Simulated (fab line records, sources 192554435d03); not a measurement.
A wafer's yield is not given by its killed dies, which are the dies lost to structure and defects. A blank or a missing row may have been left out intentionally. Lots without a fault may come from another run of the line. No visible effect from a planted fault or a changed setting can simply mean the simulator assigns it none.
Which tool was responsible? ; flow n5_finfet ; Sampling: 9 lots, 24 wafers, 5 of 1938 route steps

## WHAT THE GAUGES READ, wafer by wafer
N5_BEOL_M4_RC_MEAS_101. Usual: CJ_N 4.32, standard deviation 0.099; CJ_P 5.74, standard deviation 0.26; DIBL_N 36.5 mV/V, standard deviation 2.2; DIBL_P 36.9 mV/V, standard deviation 2.9; IOFF_N 0.17 nA/um, standard deviation 0.044; IOFF_N_85C 3.2 nA/um, standard deviation 0.72; IOFF_N_LIN 0.076 nA/um, standard deviation 0.017; IOFF_P 0.22 nA/um, standard deviation 0.052; IOFF_P_85C 3.8 nA/um, standard deviation 0.76; IOFF_P_LIN 0.103 nA/um, standard deviation 0.019; ION_N 671 uA/um, standard deviation 16; ION_P 461 uA/um, standard deviation 10; RS_NWELL 1036 ohm/sq, standard deviation 7.6; RS_PWELL 3012 ohm/sq, standard deviation 24; SS_N 71.6 mV/dec, standard deviation 0.73; SS_P 73.5 mV/dec, standard deviation 0.79; VT_N 250 mV, standard deviation 4.1; VT_P -250 mV, standard deviation 4.1.
lot;measured;on;CJ_N;CJ_P;DIBL_N (mV/V);DIBL_P (mV/V);IOFF_N (nA/um);IOFF_N_85C (nA/um);IOFF_N_LIN (nA/um);IOFF_P (nA/um);IOFF_P_85C (nA/um);IOFF_P_LIN (nA/um);ION_N (uA/um);ION_P (uA/um);RS_NWELL (ohm/sq);RS_PWELL (ohm/sq);SS_N (mV/dec);SS_P (mV/dec);VT_N (mV);VT_P (mV);flag
L184;day 9 11:28;prober-01;4.46 4.37 4.38;6.04 5.59 5.84;34.2 37.0 35.7;34.5 38.1 37.1;0.11 0.16 0.13;2.4 3.2 2.7;0.055 0.071 0.063;0.18 0.22 0.21;3.1 3.7 3.6;0.084 0.097 0.096;655 655 668;451 448 463;1029 1032 1042;3003 3009 3055;71.1 72.2 71.2;72.1 73.3 72.9;258 250 252;-254 -252 -251;
L186;day 9 17:33;prober-02;4.48 4.35 4.26;6.13 5.76 5.55;35.4 36.6 31.5;33.8 36.8 31.6;0.14 0.15 0.09;2.7 2.9 1.9;0.057 0.067 0.045;0.16 0.21 0.14;2.8 3.6 2.5;0.080 0.099 0.074;645 653 640;443 449 446;1042 1034 1040;3043 2998 3051;71.9 72.1 70.9;72.2 73.5 71.8;251 252 257;-253 -249 -253;
L188;day 9 21:05;prober-01;4.20 4.14 4.29;6.14 5.71 5.70;37.5 34.3 36.0;38.7 35.8 36.9;0.20 0.14 0.16;3.7 2.7 3.1;0.087 0.065 0.073;0.24 0.20 0.20;4.2 3.4 3.6;0.112 0.093 0.098;692 654 671;466 450 457;1041 1044 1043;2994 3016 3010;72.0 71.6 72.1;74.6 73.7 73.9;246 253 251;-251 -252 -249;
L194;day 11 18:34;prober-02;4.28 4.31;5.96 5.89;33.5 37.1;34.2 38.5;0.13 0.20;2.7 3.7;0.066 0.089;0.19 0.26;3.4 4.4;0.095 0.116;665 674;461 464;1042 1044;3007 3041;71.0 72.0;72.3 73.7;251 246;-248 -246;
L195;day 12 01:53;prober-02;4.34 4.14 4.09;5.96 5.64 5.84;35.8 38.2 36.5;35.7 39.1 37.2;0.16 0.18 0.17;3.2 3.5 3.2;0.078 0.084 0.078;0.19 0.24 0.22;3.4 4.0 3.7;0.095 0.108 0.105;689 670 680;471 456 466;1038 1028 1032;2994 2972 2964;71.6 71.8 71.3;73.1 73.7 73.1;247 248 249;-249 -249 -251;
L196;day 12 04:52;prober-02;4.34 4.25;5.62 5.64;35.5 36.0;35.7 36.9;0.13 0.14;2.8 3.0;0.064 0.066;0.18 0.20;3.1 3.4;0.086 0.091;670 668;458 454;1039 1032;2995 3025;71.1 71.4;73.5 73.4;252 254;-253 -252;
L198;day 12 22:58;prober-02;2.59 2.59 2.59;2.24 2.24 2.25;50.0 45.2 49.5;47.5 42.4 47.7;1.24 0.66 1.26;17.3 10.4 17.5;0.163 0.137 0.160;1.17 0.47 1.19;15.4 7.2 15.6;0.196 0.148 0.195;697 700 704;476 476 477;998 1000 994;2586 2579 2573;86.8 80.2 87.4;84.9 77.3 86.1;241 241 242;-242 -246 -245;OFF
L199;day 13 02:46;prober-02;2.58 2.57 2.57;2.27 2.25 2.26;39.8 42.0 45.4;37.5 42.6 56.2;0.30 0.41 0.66;5.1 6.8 10.1;0.083 0.131 0.125;0.28 0.38 3.05;4.8 6.1 35.1;0.116 0.155 0.292;675 712 670;468 484 471;991 992 989;2564 2557 2574;76.8 74.6 81.3;74.7 75.2 96.2;249 238 245;-247 -243 -240;OFF
L205;day 15 04:48;prober-01;4.15 4.50;5.58 5.29;40.2 42.3;42.9 44.0;0.23 0.28;4.2 5.1;0.099 0.115;0.29 0.33;4.9 5.3;0.128 0.139;669 702;456 471;1047 1042;3025 3041;72.3 73.4;74.7 75.0;248 242;-247 -243;

## WHICH TOOL RAN EACH LOT (tool, then ch and the chambers of the sampled wafers, then the start)
lot;N5_ZERO_LAYER_ETCH_18;N5_WELL_APT_EPI_41;N5_PMOS_HMC_CHANNEL_EPI_HM_DEP_34;N5_PMOS_HMC_CHANNEL_EPI_HM_OPEN_15
L184;rie_si-01 ch 1,2, day 2 00:55;epi_rpcvd-03 ch 0, day 2 04:54;pecvd-02 ch 0,1,2, day 2 05:17;rie_diel-01 ch 0,1, day 2 05:43
L186;rie_si-02 ch 0,3, day 2 12:56;epi_rpcvd-01 ch 0, day 2 16:16;pecvd-02 ch 0,1,2, day 2 16:39;rie_diel-04 ch 0,1, day 2 17:13
L188;rie_si-02 ch 2,3, day 3 00:55;epi_rpcvd-02 ch 0, day 3 04:26;pecvd-03 ch 1,2, day 3 05:02;rie_diel-01 ch 0,2, day 3 05:39
L194;rie_si-01 ch 0,1, day 4 12:47;epi_rpcvd-02 ch 0, day 4 16:21;pecvd-04 ch 1,2, day 4 17:13;rie_diel-04 ch 0,1, day 4 17:40
L195;rie_si-03 ch 0,2,3, day 4 18:55;epi_rpcvd-03 ch 0, day 4 22:19;pecvd-04 ch 0,1, day 4 22:59;rie_diel-03 ch 1,2,3, day 4 23:26
L196;rie_si-01 ch 1,3, day 5 00:48;epi_rpcvd-02 ch 0, day 5 04:08;pecvd-04 ch 1, day 5 04:38;rie_diel-01 ch 0, day 5 05:04
L198;rie_si-02 ch 0,1,2, day 5 12:55;epi_rpcvd-02 ch 0, day 5 16:33;pecvd-04 ch 0,1,2, day 5 17:13;rie_diel-01 ch 1,3, day 5 17:40
L199;rie_si-03 ch 0,1,2, day 5 18:55;epi_rpcvd-02 ch 0, day 5 22:10;pecvd-03 ch 0,1,2, day 5 22:44;rie_diel-01 ch 0,1, day 5 23:10
L205;rie_si-02 ch 3, day 7 06:55;epi_rpcvd-01 ch 0, day 7 10:35;pecvd-03 ch 0, day 7 11:04;rie_diel-04 ch 2,3, day 7 11:32
- N5_ZERO_LAYER_ETCH_18: etches Si in HBr/Cl2, target depth 120 nm, time 40 s.
- N5_WELL_APT_EPI_41: deposits Si from SiH4/H2, target thk 50 nm, time 297.7 s.
- N5_PMOS_HMC_CHANNEL_EPI_HM_DEP_34: deposits SiO2 from TEOS/O2, target thk 36 nm, time 6.9 s.
- N5_PMOS_HMC_CHANNEL_EPI_HM_OPEN_15: chemistry CHF3/O2, target SiO2, target depth 40.6 nm, time 20.3 s.

## AS READ BY THE TOOLS THEMSELVES (means over the sampled wafers that have a number; for cases with no such wafer, the mark the record gives instead)
N5_ZERO_LAYER_ETCH_18. Usual: drypump_motor_current_A 5.4 A, standard deviation 0.42; oes_product_au 0.992 a.u., standard deviation 0.014; throttle_valve_pct 36.6 %, standard deviation 0.3.
lot;tool;drypump_motor_current_A (A);oes_product_au (a.u.);throttle_valve_pct (%);flag
L184;rie_si-01;5.5;0.998;36.7;
L186;rie_si-02;5.6;0.976;36.4;
L188;rie_si-02;5.6;0.979;36.5;
L194;rie_si-01;6.2;0.993;36.7;
L195;rie_si-03;5.3;1.016;36.6;
L196;rie_si-01;5.5;0.992;36.4;
L198;rie_si-02;5.2;0.995;36.8;
L199;rie_si-03;5.2;1.000;36.5;
L205;rie_si-02;5.8;0.974;36.3;

N5_WELL_APT_EPI_41. Usual: lamp_inner_pct 15.3 %, standard deviation 1.6; run_length_s 357 s, standard deviation 3.8; throttle_valve_pct 11.2 %, standard deviation 0.35.
lot;tool;lamp_inner_pct (%);run_length_s (s);throttle_valve_pct (%);flag
L184;epi_rpcvd-03;13.7;354;10.8;
L186;epi_rpcvd-01;15.5;357;11.0;
L188;epi_rpcvd-02;17.4;362;11.6;
L194;epi_rpcvd-02;17.1;362;11.6;
L195;epi_rpcvd-03;13.8;355;10.9;
L196;epi_rpcvd-02;17.4;354;11.8;
L198;epi_rpcvd-02;17.3;499;11.6;OFF
L199;epi_rpcvd-02;17.3;500;11.6;OFF
L205;epi_rpcvd-01;15.6;366;11.1;

N5_PMOS_HMC_CHANNEL_EPI_HM_DEP_34. Usual: heater_power_w 582 W, standard deviation 100; showerhead_plenum_p_Torr 8.36 Torr, standard deviation 0.031; throttle_valve_pct 18.6 %, standard deviation 0.98.
lot;tool;heater_power_w (W);showerhead_plenum_p_Torr (Torr);throttle_valve_pct (%);flag
L184;pecvd-02;607;8.38;18.4;
L186;pecvd-02;567;8.39;18.3;
L188;pecvd-03;707;8.35;18.4;
L194;pecvd-04;474;8.34;19.0;
L195;pecvd-04;430;8.35;20.1;
L196;pecvd-04;470;8.36;20.4;
L198;pecvd-04;476;8.37;19.1;
L199;pecvd-03;687;8.35;18.6;
L205;pecvd-03;596;8.33;18.0;

N5_PMOS_HMC_CHANNEL_EPI_HM_OPEN_15. Usual: drypump_motor_current_A 5.5 A, standard deviation 0.46; oes_product_au 0.76 a.u., standard deviation 0.076; rf_vpp_V 525 V, standard deviation 12; showerhead_plenum_p_Torr 2.37 Torr, standard deviation 0.079; throttle_valve_pct 18.99 %, standard deviation 0.18.
lot;tool;drypump_motor_current_A (A);oes_product_au (a.u.);rf_vpp_V (V);showerhead_plenum_p_Torr (Torr);throttle_valve_pct (%);flag
L184;rie_diel-01;5.3;0.73;533;2.29;19.12;
L186;rie_diel-04;5.5;0.80;535;2.44;18.97;
L188;rie_diel-01;5.4;0.69;547;2.32;18.92;
L194;rie_diel-04;5.4;0.76;535;2.45;19.07;
L195;rie_diel-03;5.6;0.82;524;2.41;18.99;
L196;rie_diel-01;5.3;0.69;536;2.25;19.07;
L198;rie_diel-01;5.4;0.71;517;2.44;19.08;
L199;rie_diel-01;5.2;0.71;533;2.28;19.16;
L205;rie_diel-04;5.6;0.74;512;2.34;18.87;

## THE ANSWER, worked out from the rows above alone
Rule: take the mean of a lot's wafers that have a number; if it is more than 3 standard deviations from the usual mean, the lot is off. Also off: a lot with no number at a reading for which 4 or more lots have one. The other lots that the step has rows for count as sound. Order of review: gauges by route order, followed by the tools' own readings, for which a lot's mean as printed above is used. At the first step where some lot is off, the reading lying furthest off is the one used; lots without a number count as furthest.
Off: L198, L199, at N5_BEOL_M4_RC_MEAS_101 (IOFF_N).
If a tool, at a process step before that reading, ran all the lots that are off and no sound lot after the first of them, it fits. Not tried: the gauges at N5_BEOL_M4_RC_MEAS_101; whatever is off there is also off at N5_WELL_APT_EPI_41, on other tools, and gauge error can't account for it. Can't be told from this: 2 tools fit, epi_rpcvd-02 at N5_WELL_APT_EPI_41, rie_diel-01 at N5_PMOS_HMC_CHANNEL_EPI_HM_OPEN_15.

## WHAT THE SIMULATOR HAD INSERTED
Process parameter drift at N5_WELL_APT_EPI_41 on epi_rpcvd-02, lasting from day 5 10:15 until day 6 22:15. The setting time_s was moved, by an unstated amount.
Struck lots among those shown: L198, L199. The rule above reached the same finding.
